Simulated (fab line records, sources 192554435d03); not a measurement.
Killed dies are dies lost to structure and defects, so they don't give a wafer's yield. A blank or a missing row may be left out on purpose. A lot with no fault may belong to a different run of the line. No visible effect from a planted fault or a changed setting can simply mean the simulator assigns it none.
Comparing a struck lot with a sound one -- flow n5_finfet -- 37 steps out of a route of 1938
Sound: these wafers, L589.3, L589.5, L589.6. Struck: wafer L578.1. (L578.2, L578.3 of the same lot were not struck and are left out.) The cause comes at the end.
For every step that has rows: the tool of each side, followed by ch and its chambers, followed by its first start. Under that, the readings that differ: sound wafers -- struck wafers -- difference of the means -- sigmas: that difference in standard deviations of wafers without a fault.
alike: readings whose means differ by less than 2 such deviations, and words and numbers that are the same on both sides. not compared: withheld readings, readings that some wafer has no value for, bounds like >300 that may hide the same value, and numbers for which the record gives no deviation and whose values overlap.
A row with sigmas, a row that says differs or no value, or rows on one side alone: a step with any of these is where the two part. Numbers that don't overlap but have no deviation are shown without sigmas and don't part them. A reading missing from all wafers of one side parts the sides only when that side holds two or more wafers.

first, 8 steps without rows for these wafers: N5_BEOL_M2_ECD_50 (material Cu, target thk 300 nm); N5_BEOL_M2_ANNEAL_51 (time 90 s); N5_BEOL_M2_CMP_52 (polishes, stops on SiOC, t overpolish 6.8 s, target thk 40 nm); N5_BEOL_M2_PRE_CLEAN_60 (time 15 s); N5_BEOL_M2_CO_CAP_55 (material Co, precursor CCTBA/H2, target thk 2 nm, time 102.1 s); N5_BEOL_M2_PRE_CLEAN_56 (time 15 s); N5_BEOL_M2_DEP_57 (deposits SiCN from 3MS/NH3, target thk 8 nm, time 14 s); N5_BEOL_M3_ILD_DEP_00 (deposits SiOC from DEMS/O2, target thk 79 nm, time 15.3 s).
N5_BEOL_M3_PECVD_72: deposits SiO2 from TEOS/O2, target thk 16 nm, time 18 s.
  sound on pecvd-02 ch 0,1,2, day 12 13:36; struck on pecvd-03 ch 0, day 9 04:02
reading,sound,struck,difference,sigmas
model.SiO2_of_BEOL_M3_PECVD_72.thk_nm (nm),16 16.4 16,23.6,+7.5,
  alike: heater_power_w, showerhead_plenum_p_Torr, throttle_valve_pct
then, 25 steps without rows for these wafers: N5_BEOL_M3_HM_DEP_02 (deposits TiN, target thk 20 nm); N5_BEOL_M3_COAT_61 (time 60 s, resist thk 60 nm); N5_BEOL_M3_COAT_62 (time 60 s, resist thk 12 nm); N5_BEOL_M3_COAT_73 (time 60 s, resist thk 5 nm); N5_BEOL_M3_COAT_05 (resist thk 30 nm); N5_BEOL_M3_EBR_07; N5_BEOL_M3_SOFTBAKE_06 (time 60 s); N5_BEOL_M3_EXPOSE_08 (exposes mask M3); N5_BEOL_M3_PEB_09 (peb time 60 s); N5_BEOL_M3_DEVELOP_10 (develop time 30 s); N5_BEOL_M3_DESCUM_16 (chemistry O2, time 7 s); N5_BEOL_M3_ETCH_74 (etches underlayer in N2/H2, target depth 6.5 nm, time 5.2 s); N5_BEOL_M3_ETCH_63 (etches SiARC in CF4, target depth 15.6 nm, time 26 s); N5_BEOL_M3_ETCH_64 (etches SOC in N2/H2, target depth 75 nm, overetch 15 nm, time 112.5 s); N5_BEOL_M3_STRIP_65 (strips in N2/H2); N5_BEOL_M3_STRIP_75 (strips in N2/H2); N5_BEOL_M3_STRIP_66 (strips in CF4); N5_BEOL_M3_HM_OPEN_17 (chemistry Cl2/BCl3, target TiN, target depth 20 nm, overetch 6 nm); N5_BEOL_M3_STRIP_19 (strips in O2); N5_BEOL_M3_COAT_67 (time 60 s, resist thk 60 nm); N5_BEOL_M3_COAT_68 (time 60 s, resist thk 12 nm); N5_BEOL_M3_COAT_76 (time 60 s, resist thk 5 nm); N5_BEOL_M3_COAT_22 (resist thk 30 nm); N5_BEOL_M3_EBR_24; N5_BEOL_M3_SOFTBAKE_23 (time 60 s).
N5_BEOL_M3_HM_STRIP_39: strips TiN in peroxide tin strip, target depth 25 nm, time 158 s.
  sound on wet_bench-01 ch 2,6,7, day 12 21:16; struck on wet_bench-02 ch 6, day 9 10:22
reading,sound,struck,difference,sigmas
model.SiO2_of_BEOL_M3_PECVD_72.thk_nm (nm),15.8 16.2 15.8,23.4,+7.5,
N5_BEOL_M3_CMP_52: polishes, stops on SiOC, t overpolish 6.8 s, target thk 40 nm.
  sound on cmp-03 ch 0,1,2, day 13 03:09; struck on cmp-01 ch 0, day 9 15:46
reading,sound,struck,difference,sigmas
barrier_field_endpoint_s (s),25.2 25.6 25.2,33.3,+8.0,+13
  alike: motor_current_A, slurry_flow_ml_min
N5_BEOL_M4_RC_MEAS_101:
  sound on prober-01 ch 0, day 14 06:02; struck on prober-01 ch 0, day 10 14:16
  alike: DIBL_N, DIBL_P, IOFF_N, IOFF_P, ION_N, ION_P, SS_N, SS_P, VT_N, VT_P

WHERE THEY PART
At N5_BEOL_M3_CMP_52 and nowhere else, as far as this record goes. Later steps at which nothing parts them and some readings are alike: N5_BEOL_M4_RC_MEAS_101.

WHY: what had been put in by the simulator
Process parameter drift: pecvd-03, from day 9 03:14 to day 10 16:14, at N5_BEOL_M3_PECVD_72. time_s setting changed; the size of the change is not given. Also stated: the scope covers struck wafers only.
